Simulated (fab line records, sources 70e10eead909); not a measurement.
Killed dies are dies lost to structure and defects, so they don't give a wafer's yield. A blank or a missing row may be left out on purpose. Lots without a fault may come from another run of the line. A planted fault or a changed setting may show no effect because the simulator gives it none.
Chamber matching | flow nand_harc | NHARC_A_STAIRCASE_DESCUM_252 on rie_diel-10: 4 sister chambers
The step chemistry O2, time 3 s. 33 wafers are shown with their chamber, then 12 later ones without.

WAFERS WITH THEIR CHAMBER
wafer  | chamber | drypump_motor_current_A (A) | showerhead_plenum_p_Torr (Torr) | oes_product_au (a.u.)
L074.2 | 1       | 5.8                         | 1.80                            | 1.001
L074.3 | 2       | 5.3                         | 1.81                            | 1.000
L074.6 | 2       | 5.3                         | 1.81                            | 1.005
L075.3 | 2       | 5.3                         | 1.81                            | 1.005
L075.4 | 2       | 5.3                         | 1.81                            | 1.002
L075.5 | 1       | 5.8                         | 1.80                            | 1.011
L077.3 | 3       | 5.0                         | 1.89                            | 0.997
L077.5 | 2       | 5.3                         | 1.81                            | 1.007
L077.6 | 3       | 5.0                         | 1.89                            | 0.996
L079.2 | 0       | 5.6                         | 1.86                            | 1.002
L079.3 | 1       | 5.9                         | 1.80                            | 1.013
L079.6 | 2       | 5.3                         | 1.81                            | 0.996
L080.1 | 3       | 5.0                         | 1.88                            | 0.988
L080.5 | 2       | 5.3                         | 1.81                            | 0.992
L080.6 | 3       | 5.0                         | 1.89                            | 0.990
L078.3 | 2       | 5.3                         | 1.81                            | 0.991
L078.4 | 0       | 5.6                         | 1.86                            | 1.002
L078.5 | 1       | 5.8                         | 1.80                            | 1.001
L083.2 | 3       | 5.0                         | 1.88                            | 1.010
L083.3 | 0       | 5.6                         | 1.86                            | 1.002
L083.4 | 1       | 5.9                         | 1.80                            | 1.012
L082.2 | 1       | 5.9                         | 1.80                            | 1.010
L082.4 | 0       | 5.6                         | 1.86                            | 1.000
L082.6 | 3       | 5.0                         | 1.88                            | 1.003
L084.1 | 0       | 5.6                         | 1.86                            | 0.995
L084.5 | 3       | 5.0                         | 1.88                            | 1.001
L084.6 | 0       | 5.6                         | 1.86                            | 1.003
L085.1 | 2       | 5.3                         | 1.80                            | 1.001
L085.5 | 1       | 5.8                         | 1.79                            | 1.006
L085.6 | 0       | 5.6                         | 1.86                            | 1.008
L086.2 | 0       | 5.6                         | 1.86                            | 0.995
L086.3 | 2       | 5.3                         | 1.80                            | 1.003
L086.5 | 0       | 5.6                         | 1.86                            | 1.006

SIGNATURES (means of the wafers above)
reading                  | chamber 0 | chamber 1 | chamber 2 | chamber 3 | scatter within a chamber
drypump_motor_current_A  | 5.600     | 5.843     | 5.300     | 5.000     | 0.0243
showerhead_plenum_p_Torr | 1.8600    | 1.7986    | 1.8080    | 1.8843    | 0.00379
oes_product_au           | 1.00144   | 1.00771   | 1.00020   | 0.99786   | 0.00566
Rule: a wafer's distance from a chamber is the root of the sum, over the readings, of the square of ((its reading less the chamber's mean) divided by the reading's scatter). The wafer belongs to the nearest chamber; if the next one is less than 2 further off, it can't be placed. The scatter: the root of (the sum of the squares of (reading less its chamber's mean) over the shown wafers, divided by (wafers less chambers)).

WAFERS WITHOUT THEIR CHAMBER
wafer  | drypump_motor_current_A (A) | showerhead_plenum_p_Torr (Torr) | oes_product_au (a.u.)
L088.2 | 5.8                         | 1.79                            | 0.998
L088.4 | 5.0                         | 1.88                            | 1.006
L088.5 | 5.3                         | 1.80                            | 1.003
L092.1 | 5.9                         | 1.79                            | 0.986
L092.4 | 5.0                         | 1.88                            | 0.984
L092.6 | 5.8                         | 1.79                            | 0.994
L095.3 | 5.3                         | 1.80                            | 1.003
L095.5 | 5.3                         | 1.80                            | 0.994
L095.6 | 5.0                         | 1.88                            | 1.001
L094.1 | 5.0                         | 1.88                            | 0.997
L094.3 | 5.9                         | 1.79                            | 0.994
L094.5 | 5.6                         | 1.85                            | 0.999

WHICH CHAMBER EACH WENT THROUGH
wafer  | from the rows above | in truth
L088.2 | 1                   | 1
L088.4 | 3                   | 3
L088.5 | 2                   | 2
L092.1 | 1                   | 1
L092.4 | 3                   | 3
L092.6 | 1                   | 1
L095.3 | 2                   | 2
L095.5 | 2                   | 2
L095.6 | 3                   | 3
L094.1 | 3                   | 3
L094.3 | 1                   | 1
L094.5 | 0                   | 0
Placed correctly: 12 of 12. Can't be placed from these rows: 0. Placed wrongly: 0.
